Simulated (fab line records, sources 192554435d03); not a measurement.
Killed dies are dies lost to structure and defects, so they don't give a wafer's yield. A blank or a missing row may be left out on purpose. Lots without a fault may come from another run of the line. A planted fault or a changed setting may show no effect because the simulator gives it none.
A struck lot beside a sound one | flow n5_finfet | 36 steps out of a route of 1938
Sound: wafers L722.2, L722.3, L722.6. Struck: wafers L732.1, L732.3, L732.4. The cause comes at the end.
At each step with rows: each side's tool, then ch and its chambers, then its first start. Under that, the readings that differ: sound wafers | struck wafers | difference of the means | sigmas: that difference in standard deviations of wafers without a fault.
alike: readings whose means differ by less than 2 such deviations, and words and numbers that are the same on both sides. not compared: withheld readings, readings that some wafer has no value for, bounds like >300 that may hide the same value, and numbers for which the record gives no deviation and whose values overlap.
The two part at a step that has a row with sigmas, a row that says differs or no value, or rows on one side only. Numbers that don't overlap but have no deviation are shown without sigmas and don't part them. A reading that every wafer of one side lacks parts them only if that side has two wafers or more.

first, 11 steps without rows for these wafers: N5_BEOL_M6_DESCUM_33 (chemistry O2, time 7 s); N5_BEOL_M6_ETCH_72 (etches underlayer in N2/H2, target depth 6.5 nm, time 5.2 s); N5_BEOL_M6_ETCH_65 (etches SiARC in CF4, target depth 15.6 nm, time 26 s); N5_BEOL_M6_ETCH_66 (etches SOC in N2/H2, target depth 80 nm, overetch 16 nm, time 120 s); N5_BEOL_M6_STRIP_69 (strips in N2/H2); N5_BEOL_M6_STRIP_73 (strips in N2/H2); N5_BEOL_M6_VIA_ETCH_34 (etches SiCOH lowk in C4F6/O2, target depth 126.3 nm, time 50.9 s); N5_BEOL_M6_STRIP_76 (strips in C4F6/O2); N5_BEOL_M6_STRIP_36 (strips in N2/H2); N5_BEOL_M6_TRENCH_ETCH_37 (etches SiCOH lowk in C4F6/O2, target depth 94.435 nm, time 31.5 s); N5_BEOL_M6_ETCH_41 (etches SiCN in CH3F/O2, target depth 29.7 nm, time 52 s).
N5_BEOL_M6_STRIP_80: strips in N2/H2, time 10 s.
  sound on rie_diel-04 ch 0,3, day 9 19:12; struck on rie_diel-04 ch 1,2,3, day 11 23:22
  alike: drypump_motor_current_A, oes_product_au, rf_vpp_V, showerhead_plenum_p_Torr, throttle_valve_pct
  not compared: rf_hours_counter_h
then, 23 steps without rows for these wafers: N5_BEOL_M6_HM_STRIP_39 (strips TiN in peroxide tin strip, target depth 25 nm, time 158 s); N5_BEOL_M6_SRD_40 (time 30 s); N5_BEOL_M6_PRECLEAN_42 (cleans in residue remover, time 60 s); N5_BEOL_M6_SRD_43 (time 30 s); N5_BEOL_M6_CURE_75 (cures SiCOH lowk, time 120 s); N5_BEOL_M6_DEGAS_44 (time 60 s); N5_BEOL_M6_PRE_CLEAN_45 (time 30 s); N5_BEOL_M6_ALD_77 (deposits TaN, target thk 2 nm, pulse time 2 s, purge time 3 s); N5_BEOL_M6_SURFACE_TREAT_79; N5_BEOL_M6_CVD_78 (deposits Co from CCTBA/H2, target thk 2 nm, time 142.3 s); N5_BEOL_M6_SPUTTER_48 (material Cu, target thk 10 nm, time 1.667 s); N5_BEOL_M6_ECD_50 (material Cu, target thk 300 nm); N5_BEOL_M6_ANNEAL_51 (time 90 s); N5_BEOL_M6_CMP_52 (polishes, stops on SiCOH lowk, t overpolish 6.9 s, target thk 80 nm); N5_BEOL_M6_PRE_CLEAN_55 (time 15 s); N5_BEOL_M6_DEP_56 (deposits SiCN from 3MS/NH3, target thk 10 nm, time 17.5 s); N5_BEOL_M7_ILD_DEP_00 (deposits SiCOH lowk from DEMS/porogen, target thk 179.75 nm, time 33.4 s); N5_BEOL_M7_CURE_74 (cures SiCOH lowk, time 240 s); N5_BEOL_M7_PECVD_70 (deposits SiO2 from TEOS/O2, target thk 20 nm, time 22.7 s); N5_BEOL_M7_HM_DEP_02 (deposits TiN, target thk 20 nm); N5_BEOL_M7_COAT_59 (time 60 s, resist thk 100 nm); N5_BEOL_M7_COAT_60 (time 60 s, resist thk 35 nm); N5_BEOL_M7_COAT_05 (resist thk 90 nm).
-- the record jumps here: 3 days lie between the struck wafers' starts before and after (it left off in module BEOL_M7 and takes up again in module PASSIVATION, whose first step shown is number 1936 of the route) --
N5_PASSIVATION_PROBE_49:
  sound on prober-02, day 13 08:06; struck on prober-02, day 15 09:34
  reading                  | sound          | struck         | difference | sigmas
  defect_limited_yield (%) | 88.9 89.5 88.5 | 85.6 82.2 82.0 | -5.7       | -4
  killed_at_M4_up          | 21 17 13       | 73 127 140     | +96        | +17
  killed_at_front_end      | 63 47 54       | 29 35 23       | -26        | -2
  killed_dies              | 131 124 136    | 170 210 212    | +67        | +4
  sort_bin_5_function (%)  | 6.2 6.9 6.4    | 8.5 10.4 10.0  | +3.1       | +3
  sort_n_pass              | 1049 1056 1044 | 1010 970 968   | -67        | -4
  sort_yield_pct (%)       | 88.9 89.5 88.5 | 85.6 82.2 82.0 | -5.7       | -4
  alike: killed_at_M0_to_M3, killed_at_contacts, killed_at_other, killed_open, killed_short, sort_bin_6_memory, sort_bin_8_speed

WHERE THEY PART
Only at N5_PASSIVATION_PROBE_49, within this record.

WHY: what the simulator had put in
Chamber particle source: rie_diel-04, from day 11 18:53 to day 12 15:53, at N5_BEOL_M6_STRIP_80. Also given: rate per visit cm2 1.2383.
